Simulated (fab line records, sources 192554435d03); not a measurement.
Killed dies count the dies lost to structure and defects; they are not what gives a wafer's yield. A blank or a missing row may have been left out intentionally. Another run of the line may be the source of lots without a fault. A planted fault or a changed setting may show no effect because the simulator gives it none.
Chamber matching	flow n5 finfet	N5_BEOL_M1_ILD_DEP_00 on pecvd-02 has 3 sister chambers
The step deposits SiOC from DEMS/O2, target thk 79 nm, time 15.3 s. 6 wafers are shown with their chamber, then 9 later ones without.

WAFERS, EACH WITH ITS CHAMBER
wafer	chamber	throttle valve pct (%)	heater power w (W)
L086.5	0	12.2	508
L089.4	2	11.4	620
L089.6	1	11.8	657
L091.4	1	12.4	622
L091.5	2	11.2	633
L091.6	0	11.9	513

WAFERS WHOSE CHAMBER IS MISSING
wafer	throttle valve pct (%)	heater power w (W)
L092.1	12.2	675
L092.2	11.9	424
L092.3	11.4	581
L092.4	12.1	667
L092.5	11.9	431
L092.6	11.3	567
L093.1	12.2	495
L093.3	11.1	591
L093.4	11.9	488

EACH ONE'S CHAMBER
wafer	from the rows above	in truth
L092.1	1	1
L092.2	0	0
L092.3	can't be placed: 2 or 1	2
L092.4	1	1
L092.5	0	0
L092.6	can't be placed: 2 or 0 or 1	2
L093.1	0	0
L093.3	2	2
L093.4	0	0
7 of 9 placed correctly. These rows do not allow placing 2 (true chamber among the candidates in 2). 0 placed wrongly.
How it was worked out, from the rows above alone: a wafer's distance from a chamber is the root of the sum, over the readings, of the square of ((its reading less the chamber's mean) divided by the reading's scatter). If the next closest chamber is less than 2 further off than the closest, the wafer can't be placed; otherwise it belongs to the closest. A chamber's mean is the mean of its shown wafers. How the scatter is found: for the shown wafers, subtract from each reading the mean of its chamber, square and add these, divide the total by (wafers less chambers), then take the root.
